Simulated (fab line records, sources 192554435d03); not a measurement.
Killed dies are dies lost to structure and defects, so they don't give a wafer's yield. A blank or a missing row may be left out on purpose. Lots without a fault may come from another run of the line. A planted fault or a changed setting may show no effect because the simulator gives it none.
Chamber matching | flow n5_finfet | N5_BEOL_M15_ETCH_57 on rie_diel-02: 4 sister chambers
The step etches SOC in N2/H2, time 750 s. 18 wafers are shown with their chamber, then 9 later ones without.

WAFERS WITH THEIR CHAMBER
wafer  | chamber | throttle_valve_pct (%) | showerhead_plenum_p_Torr (Torr) | drypump_motor_current_A (A)
L074.2 | 0       | 17.69                  | 2.62                            | 5.7
L074.4 | 3       | 18.08                  | 2.40                            | 4.9
L074.6 | 0       | 17.68                  | 2.62                            | 5.7
L075.1 | 0       | 17.70                  | 2.61                            | 5.7
L075.4 | 3       | 18.11                  | 2.40                            | 4.9
L075.6 | 3       | 18.10                  | 2.40                            | 4.9
L078.1 | 3       | 18.12                  | 2.40                            | 4.9
L078.3 | 0       | 17.71                  | 2.61                            | 5.7
L078.4 | 2       | 18.12                  | 2.54                            | 5.8
L080.2 | 3       | 18.13                  | 2.40                            | 4.9
L080.3 | 1       | 17.40                  | 2.48                            | 6.3
L080.6 | 2       | 18.14                  | 2.53                            | 5.8
L083.4 | 3       | 18.15                  | 2.39                            | 4.9
L083.5 | 3       | 18.14                  | 2.39                            | 4.9
L083.6 | 2       | 18.14                  | 2.53                            | 5.8
L084.3 | 2       | 18.15                  | 2.53                            | 5.9
L084.4 | 1       | 17.39                  | 2.48                            | 6.4
L084.5 | 3       | 18.14                  | 2.39                            | 4.9

SIGNATURES (means of the wafers above)
reading                  | chamber 0 | chamber 1 | chamber 2 | chamber 3 | scatter within a chamber
throttle_valve_pct       | 17.6950   | 17.3950   | 18.1375   | 18.1212   | 0.0187
showerhead_plenum_p_Torr | 2.6150    | 2.4800    | 2.5325    | 2.3963    | 0.00509
drypump_motor_current_A  | 5.700     | 6.350     | 5.825     | 4.900     | 0.0299
Rule: a wafer's distance from a chamber is the root of the sum, over the readings, of the square of ((its reading less the chamber's mean) divided by the reading's scatter). The wafer belongs to the nearest chamber; if the next one is less than 2 further off, it can't be placed. The scatter: the root of (the sum of the squares of (reading less its chamber's mean) over the shown wafers, divided by (wafers less chambers)).

WAFERS WITHOUT THEIR CHAMBER
wafer  | throttle_valve_pct (%) | showerhead_plenum_p_Torr (Torr) | drypump_motor_current_A (A)
L090.1 | 17.73                  | 2.60                            | 5.7
L090.3 | 18.17                  | 2.52                            | 5.8
L090.5 | 17.74                  | 2.60                            | 5.7
L095.1 | 18.19                  | 2.52                            | 5.9
L095.4 | 17.75                  | 2.60                            | 5.7
L095.5 | 17.76                  | 2.60                            | 5.7
L097.2 | 18.18                  | 2.52                            | 5.9
L097.3 | 17.74                  | 2.59                            | 5.7
L097.5 | 17.72                  | 2.70                            | 4.9

WHICH CHAMBER EACH WENT THROUGH
wafer  | from the rows above | in truth
L090.1 | 0                   | 0
L090.3 | 2                   | 2
L090.5 | 0                   | 0
L095.1 | 2                   | 2
L095.4 | 0                   | 0
L095.5 | 0                   | 0
L097.2 | 2                   | 2
L097.3 | 0                   | 0
L097.5 | 0                   | 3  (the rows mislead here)
Placed correctly: 8 of 9. Can't be placed from these rows: 0. Placed wrongly: 1.
